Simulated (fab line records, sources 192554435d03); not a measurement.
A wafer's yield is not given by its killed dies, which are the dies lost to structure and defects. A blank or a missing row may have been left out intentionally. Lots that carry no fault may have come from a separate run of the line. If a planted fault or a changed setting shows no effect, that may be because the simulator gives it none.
Matching of chambers -- flow n5Finfet -- N5_BEOL_M9_PECVD_70 on pecvd-02: 3 sister chambers
The step deposits SiO2 from TEOS/O2, target thk 20 nm, time 22.7 s. 6 wafers are shown with their chamber, then 8 later ones without.

== EACH WAFER AND ITS CHAMBER ==
wafer,chamber,throttleValvePct (%),showerheadPlenumPTorr (Torr)
L084.3,1,23.5,8.77
L084.4,2,20.1,8.87
L090.1,0,22.7,8.78
L090.5,2,20.5,8.88
L090.6,0,22.5,8.76
L093.2,1,23.8,8.74

== WAFERS WHOSE CHAMBER IS MISSING ==
wafer,throttleValvePct (%),showerheadPlenumPTorr (Torr)
L093.4,20.2,8.88
L093.5,23.7,8.79
L091.1,23.8,8.76
L091.5,22.7,8.78
L091.6,23.8,8.77
L097.4,22.8,8.79
L097.5,20.7,8.89
L097.6,23.7,8.79

== WHICH CHAMBER EACH ONE RAN IN ==
wafer,from the rows above,in truth
L093.4,2,2
L093.5,1,1
L091.1,1,1
L091.5,0,0
L091.6,1,1
L097.4,0,0
L097.5,2,2
L097.6,1,1
8 of 8 placed correctly. Number that these rows cannot place: 0. Placed wrongly: 0.
How it was worked out, from the rows above alone: a wafer's distance from a chamber is the root of the sum, over the readings, of the square of ((its reading less the chamber's mean) divided by the reading's scatter). If the next closest chamber is less than 2 further off than the closest, the wafer can't be placed; otherwise it belongs to the closest. The mean given for a chamber averages the wafers shown for that chamber. The scatter: take each reading less its chamber's mean, square it, sum over the shown wafers, divide by the number of wafers less the number of chambers, and take the root.
